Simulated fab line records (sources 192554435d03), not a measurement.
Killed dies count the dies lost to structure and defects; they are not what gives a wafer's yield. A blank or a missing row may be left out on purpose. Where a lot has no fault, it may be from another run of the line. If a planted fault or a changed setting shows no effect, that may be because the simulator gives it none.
fab line records	flow n5_finfet
record lots=8	wafers=24	last_day=20
route steps=1938 shown BEOL_M4@1111 BEOL_M7@1309 BEOL_M8@1336 PASSIVATION@1936
lots with no fault: from the same line, run without faults
start_h: hours from the record's first day to the start of the lot's first wafer shown	wait_h: time in hours since the lot's previous step	" as in the row above	L1.1+2: a row that stands for several wafers	- no value, or no start given	* or withheld: withheld	< > ~ a bound
route shown NAME@n: NAME is a module with steps in the file, n the number in the route of the first one	usual: the fault-free wafers' mean and standard deviation	same: alike in all rows	chamber/n: place in a boat	sites: per-site readings	_std_site: the values' standard deviation	_edge_site: mean of outer sites minus mean of inner sites	radius_mm: for every site, how far away it sits from the centre of the wafer	mask NAME#n: copy n	behind: tool/chamber where the wafer was last shaped	hold: reason for holding the lot/hours on hold/outcome of the hold	device: transistor that didn't switch, given as n, p or np	end of line: tests of these same wafers at the route's end	a step given without rows: its recipe and nothing more	killed: at the first sort, the dies lost to defects and structure; wafer yield is something else	map: the dies of a wafer, with x for killed, . for not killed, _ for no die there
set.NAME: the setting as run; set.NAME@STEP: as run at that earlier step	model.NAME: the simulator's own value behind a step, which no gauge read
one table for each step of the route and one row for each wafer, over a sample of lots
services: when a tool's chamber went out of use (start_h, in hours from the record's first day, below 0 if earlier), for how many hours, and the reason
## steps
# step N5_BEOL_M4_RC_MEAS_101
# usual DIBL_N=36.5/2.1	DIBL_P=36.6/2.6	IOFF_N=0.17/0.044	IOFF_P=0.21/0.048	ION_N=674/17	ION_P=462/9.5	SS_N=71.6/0.77	SS_P=73.5/0.72	VT_N=250/4.2	VT_P=-250/3.9
lot.wafer	tool	chamber	start_h	wait_h	DIBL_N[mV/V]	DIBL_P[mV/V]	IOFF_N[nA/um]	IOFF_P[nA/um]	ION_N[uA/um]	ION_P[uA/um]	SS_N[mV/dec]	SS_P[mV/dec]	VT_N[mV]	VT_P[mV]
L499.3	prober-02	0	217.95	0.3	33.3	32.4	0.09	0.16	644	452	70.7	71.9	259	-254
L499.5	"	0	"	"	38.8	39.3	0.19	0.26	676	469	71.5	74.8	250	-247
L499.6	"	0	"	"	31.5	30.2	0.08	0.13	636	452	70.1	72.3	262	-256
L502.1	prober-01	0	222.07	0.0	41.7	40.4	0.31	0.35	707	476	73.8	74.9	241	-242
L502.3	"	0	"	"	34.2	32.3	0.13	0.19	678	467	70.7	72.7	251	-250
L502.6	"	0	"	"	40.5	40.5	0.29	0.34	703	475	72.2	74.8	241	-243
L500.1	prober-02	0	223.94	0.0	33.7	33.7	0.12	0.17	661	458	70.5	73.0	251	-253
L500.4	"	0	"	"	34.9	33.9	0.13	0.17	671	460	70.6	73.4	255	-254
L500.5	"	0	"	"	37.0	37.6	0.17	0.22	684	468	71.1	74.7	248	-252
L501.1	prober-02	0	227.58	0.0	37.2	37.7	0.14	0.20	667	462	71.1	73.0	253	-253
L501.4	"	0	"	"	40.6	42.3	0.24	0.28	706	478	72.4	74.4	241	-245
L501.5	"	0	"	"	39.5	40.8	0.20	0.25	685	465	72.2	74.3	248	-247
L511.1	prober-01	0	288.22	0.0	38.7	38.6	0.21	0.25	703	473	71.7	74.1	243	-249
L511.2	"	0	"	"	38.1	38.9	0.21	0.25	696	480	71.5	73.7	244	-248
L511.4	"	0	"	"	36.4	36.6	0.16	0.21	677	455	70.9	73.3	248	-250
L515.1	prober-01	0	299.93	0.0	37.2	36.8	0.19	0.27	692	484	72.1	74.2	245	-244
L515.4	"	0	"	"	33.4	33.5	0.13	0.20	670	467	70.7	73.6	251	-249
L515.5	"	0	"	"	35.6	34.8	0.16	0.23	662	469	71.8	73.9	249	-244
L518.4	prober-01	0	331.73	0.5	37.5	38.9	0.19	0.24	684	467	71.8	73.3	248	-251
L518.5	"	0	"	"	36.8	37.7	0.17	0.23	680	472	72.5	73.1	249	-248
L518.6	"	0	"	"	38.7	40.5	0.22	0.26	683	461	72.5	73.6	247	-246
L520.2	prober-02	0	339.48	0.2	34.4	33.6	0.13	0.17	667	457	70.5	72.3	250	-251
L520.3	"	0	"	"	36.6	36.6	0.17	0.22	691	472	71.7	73.8	249	-248
L520.4	"	0	"	"	37.4	37.9	0.18	0.24	679	468	71.6	73.5	250	-246
# step N5_BEOL_M7_ETCH_41
# recipe chemistry=CH3F/O2	target=SiCN	target_depth_a=319	taper_deg=2	time_s=57.8	ion_energy_ev=120	mask_material=TiN	pressure_mtorr=30	source_w=395	bias_w=75	Ar_flow_sccm=150	CH3F_flow_sccm=30	O2_flow_sccm=20
# usual bias_w=75.03/0.23	drypump_motor_current_A=5.7/0.46	oes_product_au=0.78/0.07	rf_vpp_V=297.4/1.4	showerhead_plenum_p_Torr=2.00/0.061	throttle_valve_pct=16.35/0.22
lot.wafer	tool	chamber	start_h	wait_h	bias_w	drypump_motor_current_A	oes_product_au	rf_hours_counter_h	rf_vpp_V	showerhead_plenum_p_Torr	throttle_valve_pct
L499.3	rie_diel-02	1	-	-	74.48	5.4	0.84	83	299.2	2.11	16.10
L499.5	"	3	"	"	75.45	5.7	0.71	-	295.2	1.88	16.46
L499.6	"	0	"	"	74.76	5.5	0.79	-	296.6	1.93	16.18
L502.1	rie_diel-03	1	-	-	74.94	6.5	0.76	171	296.7	2.00	16.37
L502.3	"	0	"	"	75.40	6.0	0.83	52	296.7	2.03	16.17
L502.6	"	2	"	"	75.19	5.4	0.67	-	297.7	2.06	16.51
L500.1	rie_diel-03	3	-	-	75.00	4.9	0.74	187	296.9	2.07	16.62
L500.4	"	2	"	"	75.10	5.4	0.67	238	298.1	2.06	16.51
L500.5	"	3	"	"	74.91	4.9	0.75	-	298.9	2.07	16.63
L501.1	rie_diel-06	2	-	-	75.08	5.9	0.76	125	294.1	1.84	16.29
L501.4	"	1	"	"	74.85	5.4	0.83	85	297.6	2.04	16.47
L501.5	"	0	"	"	75.21	5.5	0.90	-	295.6	1.96	16.00
L511.1	rie_diel-03	1	-	-	75.40	6.4	0.75	196	296.7	1.99	16.43
L511.2	"	2	"	"	74.93	5.4	0.94	5	298.6	2.05	16.01
L511.4	"	0	"	"	75.32	6.0	0.81	77	297.5	2.02	16.22
L515.1	rie_diel-03	3	-	-	74.20	4.9	0.71	216	298.7	2.06	16.68
L515.4	"	1	"	"	74.66	6.5	0.74	199	296.5	1.99	16.45
L515.5	"	1	"	"	74.79	6.4	0.74	-	295.9	1.99	16.44
L518.4	rie_diel-03	3	-	-	74.78	4.9	0.72	224	299.6	2.06	16.68
L518.5	"	3	"	"	74.90	4.9	0.72	-	299.6	2.06	16.69
L518.6	"	2	"	"	74.82	5.4	0.90	-	298.1	2.05	16.03
L520.2	rie_diel-06	0	-	-	74.79	5.5	0.84	76	295.4	1.95	16.06
L520.3	"	3	"	"	75.09	5.8	0.67	253	296.6	1.97	16.66
L520.4	"	3	"	"	75.19	5.8	0.66	-	297.5	1.97	16.67
# step N5_BEOL_M7_STRIP_80
# recipe chemistry=N2/H2	time_s=10	power_w=450	temp_c=40	pressure_mtorr=20	rf_frequency_hz=6e+07	bias_power_w=7	n2_flow_sccm=200	h2_flow_sccm=200
# usual drypump_motor_current_A=5.7/0.46	oes_product_au=0.78/0.07	rf_vpp_V=59.1/0.93	showerhead_plenum_p_Torr=2.54/0.077	throttle_valve_pct=23.7/0.37
lot.wafer	tool	chamber	start_h	wait_h	drypump_motor_current_A	oes_product_au	rf_hours_counter_h	rf_vpp_V	showerhead_plenum_p_Torr	throttle_valve_pct
L499.3	rie_diel-02	1	-	-	5.4	0.84	83	61.4	2.66	23.4
L499.5	"	3	"	"	5.7	0.73	-	58.3	2.40	23.5
L499.6	"	0	"	"	5.5	0.80	-	57.6	2.47	23.7
L502.1	rie_diel-03	1	-	-	6.5	0.76	171	58.3	2.52	23.4
L502.3	"	0	"	"	6.0	0.86	52	61.5	2.62	24.2
L502.6	"	2	"	"	5.4	0.66	-	60.3	2.60	23.7
L500.1	rie_diel-03	3	-	-	4.9	0.73	187	60.3	2.63	24.2
L500.4	"	2	"	"	5.4	0.66	238	60.0	2.60	23.7
L500.5	"	3	"	"	4.9	0.73	-	59.5	2.63	24.2
L501.1	rie_diel-06	2	-	-	5.8	0.78	125	59.9	2.35	23.9
L501.4	"	1	"	"	5.4	0.85	85	57.1	2.55	23.3
L501.5	"	0	"	"	5.5	0.90	-	59.0	2.48	23.4
L511.1	rie_diel-03	1	-	-	6.5	0.75	196	59.6	2.51	23.4
L511.2	"	2	"	"	5.4	0.91	5	57.2	2.59	23.2
L511.4	"	0	"	"	6.0	0.82	77	59.6	2.61	24.2
L515.1	rie_diel-03	3	-	-	4.9	0.71	216	59.9	2.62	24.2
L515.4	"	1	"	"	6.5	0.74	199	59.1	2.51	23.4
L515.5	"	1	"	"	6.4	0.74	-	59.9	2.51	23.4
L518.4	rie_diel-03	3	-	-	4.9	0.70	224	58.0	2.62	24.2
L518.5	"	3	"	"	4.9	0.71	-	60.4	2.62	24.3
L518.6	"	2	"	"	5.4	0.88	-	58.5	2.59	23.2
L520.2	rie_diel-06	0	-	-	5.5	0.84	76	61.4	2.46	23.4
L520.3	"	3	"	"	5.8	0.66	253	59.8	2.49	23.6
L520.4	"	3	"	"	5.8	0.67	-	60.1	2.49	23.6
# step N5_BEOL_M7_CMP_52
# recipe stop_on=SiCOH_lowk	t_overpolish_s=6.9	down_force_psi=1	platen_rpm=50	clearing_platen_down_force_psi=1.5	clearing_platen_rpm=50	post_cmp_clean=cu_alkaline	target_thk_nm=80	clearing_platen_pad_velocity_m_s=0.99484	pad_velocity_m_s=0.99484
# usual barrier_field_endpoint_s=29.0/0.86	clearing_platen_down_force_psi=1.500/0.0031	motor_current_A=6.3/0.69	overpolish_run_s=6.899/0.0095	time_to_endpoint_s=63/3.7
lot.wafer	tool	chamber	start_h	wait_h	barrier_field_endpoint_s	clearing_platen_down_force_psi	motor_current_A	overpolish_run_s	time_to_endpoint_s
L499.3	cmp-04	3	252.26	0.2	29.9	1.500	6.4	6.899	66
L499.5	"	1	"	"	29.1	1.498	6.4	6.900	64
L499.6	"	2	"	"	28.7	1.500	5.9	6.909	62
L502.1	cmp-04	1	254.19	0.3	-	-	-	-	-
L502.3	"	3	"	"	-	-	-	-	-
L502.6	"	2	"	"	-	-	-	-	-
L500.4	cmp-04	2	256.86	0.2	-	-	-	-	-
L500.1	"	3	"	"	-	-	-	-	-
L500.5	"	2	"	"	-	-	-	-	-
L501.1	cmp-04	0	261.57	0.3	-	-	-	-	-
L501.4	"	1	"	"	-	-	-	-	-
L501.5	"	2	"	"	-	-	-	-	-
L511.4	cmp-04	0	323.39	0.1	30.1	1.498	6.3	6.894	68
L511.1	"	1	"	"	30.1	1.502	6.7	6.914	70
L511.2	"	2	"	"	28.6	1.493	5.6	6.901	67
L515.4	cmp-04	3	335.26	0.2	31.1	1.503	6.6	6.891	71
L515.1	"	0	"	"	29.0	1.497	5.9	6.873	63
L515.5	"	1	"	"	30.7	1.501	6.7	6.908	66
L518.4	cmp-04	1	365.30	0.2	28.8	1.498	6.8	6.895	63
L518.6	"	0	"	"	28.4	1.498	6.1	6.895	63
L518.5	"	1	"	"	29.1	1.493	7.0	6.900	63
L520.4	cmp-04	0	369.55	0.2	30.4	1.499	5.8	6.898	64
L520.2	"	1	"	"	30.2	1.496	7.0	6.905	61
L520.3	"	2	"	"	29.4	1.497	5.7	6.914	62
# step N5_BEOL_M7_THK_MEAS_53
# recipe thk_meas_gauge=xrf	reads=Cu_of_BEOL_M7_ECD_50
# usual M7_THK=78.8/2.6
lot.wafer	tool	chamber	start_h	wait_h	M7_THK[nm]
L499.3	film_metro-02	-	252.48	-	83.1
L499.5	"	-	"	"	72.7
L499.6	"	-	"	"	77.3
L502.1	film_metro-01	-	254.48	0.3	295.5
L502.3	"	-	"	"	297.7
L502.6	"	-	"	"	298.7
L500.1	film_metro-02	-	257.11	0.2	300.2
L500.4	"	-	"	"	298.8
L500.5	"	-	"	"	297.4
L501.1	film_metro-02	-	261.79	0.2	298.6
L501.4	"	-	"	"	293.6
L501.5	"	-	"	"	296.7
L511.1	film_metro-02	-	323.69	-	81.1
L511.2	"	-	"	"	80.6
L511.4	"	-	"	"	76.3
L515.1	film_metro-01	-	335.48	-	79.0
L515.4	"	-	"	"	80.9
L515.5	"	-	"	"	81.2
L518.4	film_metro-01	-	365.56	-	80.0
L518.5	"	-	"	"	80.6
L518.6	"	-	"	"	79.8
L520.2	film_metro-02	-	369.81	-	78.7
L520.3	"	-	"	"	78.6
L520.4	"	-	"	"	79.3
# step N5_BEOL_M7_RS_MEAS_57
# recipe thk_meas_gauge=four-point-probe	reads=Cu_of_BEOL_M7_ECD_50+Co_of_BEOL_M7_CVD_78+TaN_of_BEOL_M7_ALD_77
# usual M7_RS=0.289/0.011
lot.wafer	tool	chamber	start_h	wait_h	M7_RS[ohm/sq]
L499.3	film_metro-02	-	252.62	0.1	0.270
L499.5	"	-	"	"	0.315
L499.6	"	-	"	"	0.294
L502.1	film_metro-02	-	254.61	0.1	0.065
L502.3	"	-	"	"	0.065
L502.6	"	-	"	"	0.064
L500.1	film_metro-01	-	257.24	0.1	0.064
L500.4	"	-	"	"	0.064
L500.5	"	-	"	"	0.065
L501.1	film_metro-01	-	261.92	0.1	0.064
L501.4	"	-	"	"	0.065
L501.5	"	-	"	"	0.064
L511.1	film_metro-01	-	323.82	0.1	0.279
L511.2	"	-	"	"	0.280
L511.4	"	-	"	"	0.299
L515.1	film_metro-01	-	335.61	0.1	0.286
L515.4	"	-	"	"	0.277
L515.5	"	-	"	"	0.278
L518.4	film_metro-01	-	365.69	0.0	0.285
L518.5	"	-	"	"	0.282
L518.6	"	-	"	"	0.285
L520.2	film_metro-01	-	369.94	0.1	0.289
L520.3	"	-	"	"	0.288
L520.4	"	-	"	"	0.285
# step N5_BEOL_M7_INSPECT_58
# recipe inspect_instrument=darkfield	mode=post_dep
# usual raw_defect_count=70/23
lot.wafer	tool	chamber	start_h	wait_h	raw_defect_count
L499.3	defect_inspect-01	-	252.65	0.0	63
L499.5	"	-	"	"	89
L499.6	"	-	"	"	61
L502.1	defect_inspect-01	-	254.64	0.0	1327
L502.3	"	-	"	"	1307
L502.6	"	-	"	"	1298
L500.1	defect_inspect-02	-	257.27	0.0	1305
L500.4	"	-	"	"	1297
L500.5	"	-	"	"	1243
L501.1	defect_inspect-02	-	261.95	0.0	1292
L501.4	"	-	"	"	1306
L501.5	"	-	"	"	1259
L511.1	defect_inspect-01	-	323.84	0.0	74
L511.2	"	-	"	"	77
L511.4	"	-	"	"	80
L515.1	defect_inspect-02	-	335.64	0.0	89
L515.4	"	-	"	"	45
L515.5	"	-	"	"	41
L518.4	defect_inspect-02	-	365.72	0.0	76
L518.5	"	-	"	"	120
L518.6	"	-	"	"	57
L520.2	defect_inspect-01	-	369.96	0.0	57
L520.3	"	-	"	"	54
L520.4	"	-	"	"	94
# step N5_BEOL_M8_HM_DEP_02
# recipe material=TiN	target_thk_a=200	temp_c=25	chamber_pressure_pa=0.49996
# usual susceptor_temp_C=25.01/0.1	throttle_valve_pct=29.6/0.84
lot.wafer	tool	chamber	start_h	wait_h	susceptor_temp_C	throttle_valve_pct
L499.3	pvd_sputter-03	-	254.31	1.0	24.87	29.2
L499.5	"	-	"	"	25.01	29.9
L499.6	"	-	"	"	25.00	29.1
L511.1	pvd_sputter-03	-	325.59	1.0	24.80	31.3
L511.2	"	-	"	"	24.94	29.1
L511.4	"	-	"	"	24.94	30.0
L515.1	pvd_sputter-02	-	337.88	1.6	25.09	29.3
L515.4	"	-	"	"	24.89	30.3
L515.5	"	-	"	"	24.99	28.9
L518.4	pvd_sputter-02	-	367.87	1.5	24.93	29.3
L518.5	"	-	"	"	25.04	29.4
L518.6	"	-	"	"	25.02	29.0
L520.2	pvd_sputter-02	-	371.37	0.7	24.95	30.2
L520.3	"	-	"	"	25.13	29.3
L520.4	"	-	"	"	25.08	29.0
# step N5_PASSIVATION_PROBE_49
# usual defect_limited_yield=91.2/1.5	killed_at_M0_to_M3=36/10	killed_at_M4_up=14/5.2	killed_at_contacts=12/6	killed_at_front_end=37/10	killed_at_other=4/3.3	killed_dies=104/18	killed_on_rim=14/4.1	killed_open=68/14	killed_short=34/7.4	sort_bin_5_function=5.2/1	sort_bin_6_memory=3.3/0.7	sort_bin_8_speed=0.01/0.045	sort_n_pass=1076/18	sort_yield_pct=91.2/1.5
# same gross_dies=1180	killed_at_back_side=0	sort_bin_4_leakage[%]=0
lot.wafer	tool	chamber	start_h	wait_h	defect_limited_yield[%]	killed_at_M0_to_M3	killed_at_M4_up	killed_at_contacts	killed_at_front_end	killed_at_other	killed_dies	killed_on_rim	killed_open	killed_short	sort_bin_5_function[%]	sort_bin_6_memory[%]	sort_bin_8_speed[%]	sort_n_pass	sort_yield_pct[%]
L502.1	prober-02	-	331.91	0.0	0	22	1095	8	50	5	1180	152	70	30	5.4	3.0	0	0	0
L502.3	prober-02	-	332.01	0.1	0	38	1083	24	33	2	1180	152	87	31	5.4	4.4	0	0	0
L502.6	prober-02	-	332.16	0.3	0	32	1082	13	46	7	1180	152	66	38	5.0	3.8	0	0	0
L501.1	prober-01	-	337.20	0.0	0	33	1103	6	38	0	1180	152	46	42	4.5	2.4	0	0	0
L501.4	prober-01	-	337.35	0.2	0	36	1106	2	35	1	1180	152	60	30	4.2	3.6	0	0	0
L501.5	prober-01	-	337.40	0.2	0	37	1106	6	30	1	1180	152	58	36	4.7	3.0	0	0	0
L500.1	prober-01	-	338.27	0.0	0	33	1090	20	33	4	1180	152	52	41	5.1	2.3	0	0	0
L500.4	prober-01	-	338.42	0.2	0	28	1109	6	31	6	1180	152	53	26	3.9	2.7	0	0	0
L500.5	prober-01	-	338.47	0.2	0	18	1129	14	16	3	1180	152	42	22	3.2	1.9	0	0	0
L520.2	prober-01	-	481.84	0.1	92.1	36	10	9	33	5	93	12	68	25	4.4	3.3	0	1087	92.1
L520.3	prober-01	-	481.89	0.1	92.7	29	13	9	32	3	86	15	60	26	4.0	3.1	0	1094	92.7
L520.4	prober-01	-	481.94	0.2	93.7	30	3	7	34	0	74	9	57	15	3.6	2.5	0	1106	93.7
# killed by level:class
L502.1 BEOL_M7:area_cmp=1080 FIN_SAQP:geometric_particle:open=14 STI_FIN_REVEAL:geometric_particle:open=11 MOL_CONTACT_COAG:geometric_particle:open=7 BEOL_M0_SAQP:geometric_particle:open=7 BEOL_M4:geometric_particle:open=6 FIN_SAQP:geometric_particle:short=5 ILD0:geometric_particle:short=4
L502.3 BEOL_M7:area_cmp=1061 MOL_CONTACT_COAG:geometric_particle:open=17 BEOL_M0_SAQP:geometric_particle:open=13 FIN_SAQP:geometric_particle:open=11 MOL_CONTACT_COAG:geometric_particle:short=7 BEOL_M2:geometric_particle:open=7 BEOL_M0_SAQP:geometric_particle:short=6 BEOL_M4:geometric_particle:open=6
L502.6 BEOL_M7:area_cmp=1072 FIN_SAQP:geometric_particle:open=12 BEOL_M0_SAQP:geometric_particle:short=11 MOL_CONTACT_COAG:geometric_particle:open=10 BEOL_M0_SAQP:geometric_particle:open=9 STARTING-WAFER:geometric_particle:open=6 BEOL_M2:geometric_particle:open=6 FIN_SAQP:geometric_particle:short=5
L501.1 BEOL_M7:area_cmp=1092 STI_FIN_REVEAL:geometric_particle:open=10 BEOL_M3:geometric_particle:short=8 BEOL_M0_SAQP:geometric_particle:short=7 FIN_SAQP:geometric_particle:short=6 BEOL_M4:geometric_particle:open=6 MOL_CONTACT_COAG:geometric_particle:open=6 BEOL_M3:geometric_particle:open=5
L501.4 BEOL_M7:area_cmp=1087 BEOL_M4:geometric_particle:open=10 BEOL_M0_SAQP:geometric_particle:open=7 BEOL_M3:geometric_particle:open=7 BEOL_M1:geometric_particle:open=7 FIN_SAQP:geometric_particle:short=6 BEOL_M0_SAQP:geometric_particle:short=5 BEOL_M2:geometric_particle:open=5
L501.5 BEOL_M7:area_cmp=1084 BEOL_M4:geometric_particle:open=9 FIN_SAQP:geometric_particle:open=8 BEOL_M1:geometric_particle:open=8 FIN_SAQP:geometric_particle:short=7 BEOL_M2:geometric_particle:open=7 BEOL_M3:geometric_particle:short=6 STI_FIN_REVEAL:geometric_particle:open=5
L500.1 BEOL_M7:area_cmp=1087 MOL_CONTACT_COAG:geometric_particle:open=15 BEOL_M0_SAQP:geometric_particle:short=9 FIN_SAQP:geometric_particle:short=8 BEOL_M2:geometric_particle:open=6 BEOL_M0_SAQP:geometric_particle:open=6 DUMMY_GATE:geometric_particle:open=5 GATE_CUT:geometric_particle:short=5
L500.4 BEOL_M7:area_cmp=1101 BEOL_M2:geometric_particle:open=7 STI_FIN_REVEAL:geometric_particle:open=6 FIN_SAQP:geometric_particle:short=5 GATE_CUT:geometric_particle:short=5 MOL_CONTACT_COAG:geometric_particle:open=5 BEOL_M0_SAQP:geometric_particle:open=5 BEOL_M1:geometric_particle:open=5
L500.5 BEOL_M7:area_cmp=1116 MOL_CONTACT_COAG:geometric_particle:open=12 GATE_CUT:geometric_particle:short=6 BEOL_M1:geometric_particle:open=5 FIN_SAQP:geometric_particle:open=4 BEOL_M0_SAQP:geometric_particle:short=4 BEOL_M4:geometric_particle:open=4 BEOL_M2:geometric_particle:open=3
L520.2 BEOL_M3:geometric_particle:open=12 MOL_CONTACT_COAG:geometric_particle:open=9 STI_FIN_REVEAL:geometric_particle:open=7 BEOL_M0_SAQP:geometric_particle:open=7 FIN_SAQP:geometric_particle:open=5 BEOL_M2:geometric_particle:open=5 FIN_SAQP:geometric_particle:short=4 BEOL_M4:geometric_particle:open=4
L520.3 MOL_CONTACT_COAG:geometric_particle:open=8 DUMMY_GATE:geometric_particle:open=7 STI_FIN_REVEAL:geometric_particle:open=5 BEOL_M0_SAQP:geometric_particle:short=5 BEOL_M0:geometric_particle:open=5 BEOL_M3:geometric_particle:open=5 FIN_SAQP:geometric_particle:open=4 BEOL_M1:geometric_particle:open=4
L520.4 FIN_SAQP:geometric_particle:open=10 BEOL_M3:geometric_particle:open=10 DUMMY_GATE:geometric_particle:open=7 MOL_CONTACT_COAG:geometric_particle:open=6 STI_FIN_REVEAL:geometric_particle:open=5 BEOL_M0_SAQP:geometric_particle:open=5 BEOL_M1:geometric_particle:open=4 BEOL_M0_SAQP:geometric_particle:short=3
## services
tool	chamber	start_h	hours	kind
rie_diel-02	3	230.01	2.4	repair
rie_diel-02	0	252.10	6.5	repair
rie_diel-03	2	285.40	-	clean
rie_diel-03	2	285.40	-	consumable_replace:focus_ring
rie_diel-03	2	285.40	16.3	scheduled_down
rie_diel-03	2	285.40	16.3	vent_cycle
rie_diel-06	2	331.76	38.5	repair
cmp-04	-	346.47	12.1	pm
rie_diel-02	3	351.50	-	clean
rie_diel-02	3	351.50	-	consumable_replace:focus_ring
rie_diel-02	3	351.50	-	consumable_replace:showerhead
rie_diel-02	3	351.50	17.3	scheduled_down
rie_diel-02	3	351.50	17.3	vent_cycle
rie_diel-06	3	370.23	-	clean
rie_diel-06	3	370.23	-	consumable_replace:focus_ring
rie_diel-06	3	370.23	16.8	scheduled_down
rie_diel-06	3	370.23	16.8	vent_cycle
## key
first_sign step=N5_BEOL_M7_CMP_52	reading=tool_record	direction=missing
effect step=N5_BEOL_M7_THK_MEAS_53	reading=M7_THK	direction=up	sigmas=85	usual=78.8	struck=297.5
effect step=N5_BEOL_M7_RS_MEAS_57	reading=M7_RS	direction=down	sigmas=21	usual=0.289	struck=0.064
effect step=N5_BEOL_M7_INSPECT_58	reading=raw_defect_count	direction=up	sigmas=54	usual=70	struck=1293
effect step=N5_PASSIVATION_PROBE_49	reading=killed_at_M4_up	direction=up	sigmas=99+	usual=14	struck=1100
more_kills_born_at N5_BEOL_M7_CMP_52@cmp-04=9780
met_at N5_BEOL_M7_CMP_52
struck_lots L500,L501,L502
later_rows_left_out L500.1,L500.4,L500.5,L501.1,L501.4,L501.5,L502.1,L502.3,L502.6
not_acting_at N5_BEOL_M7_ETCH_41,N5_BEOL_M7_STRIP_80,N5_BEOL_M8_HM_DEP_02
onset_between 252.26 254.19
fault kind=skipped_step_whole	tool=cmp-04	chamber=-	onset_h=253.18	steps=N5_BEOL_M7_CMP_52	scope=struck_lots_only
# later_rows_left_out: the simulator's readings of these wafers behind a module that went badly wrong aren't trusted and aren't shown, but for the sort
